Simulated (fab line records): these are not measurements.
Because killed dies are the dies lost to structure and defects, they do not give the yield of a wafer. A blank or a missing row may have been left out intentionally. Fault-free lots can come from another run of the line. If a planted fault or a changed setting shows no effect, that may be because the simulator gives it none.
Chamber matching | flow n5_finfet | rie_diel-03 running N5_BEOL_M14_STRIP_37: 4 sister chambers
The step strips in O2. 4 wafers are shown with their chamber, then 7 later ones without.

== WAFERS WITH THEIR CHAMBER ==
wafer  | chamber | showerhead_plenum_p_Torr (Torr)
L085.1 | 0       | 2.05
L088.3 | 1       | 2.11
L091.2 | 2       | 2.08
L091.3 | 3       | 2.22

== WAFERS WITHOUT THEIR CHAMBER ==
wafer  | showerhead_plenum_p_Torr (Torr)
L091.6 | 2.08
L094.2 | 2.21
L094.3 | 2.10
L094.5 | 2.10
L096.1 | 2.10
L096.3 | 2.08
L096.5 | 2.05

== THE CHAMBER EACH PASSED THROUGH ==
wafer  | from the rows above     | in truth
L091.6 | 2                       | 2
L094.2 | 3                       | 3
L094.3 | can't be placed: 1 or 2 | 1
L094.5 | can't be placed: 1 or 2 | 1
L096.1 | can't be placed: 1 or 2 | 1
L096.3 | 2                       | 2
L096.5 | 0                       | 0
Correctly placed: 4 of 7. Cannot be placed on the basis of these rows: 3; the candidates contain the true chamber in 3. Wrongly placed: 0.
How it was worked out, from the rows above alone: a wafer's distance from a chamber is the root of the sum, over the readings, of the square of ((its reading less the chamber's mean) divided by the reading's scatter). The wafer belongs to the nearest chamber; if the next one is less than 2 further off, it can't be placed. Each chamber's mean is taken over the wafers shown for it. The scatter (one wafer shown for each chamber): square how far every hidden wafer sits from the nearest shown wafer, average those squares and take the square root.
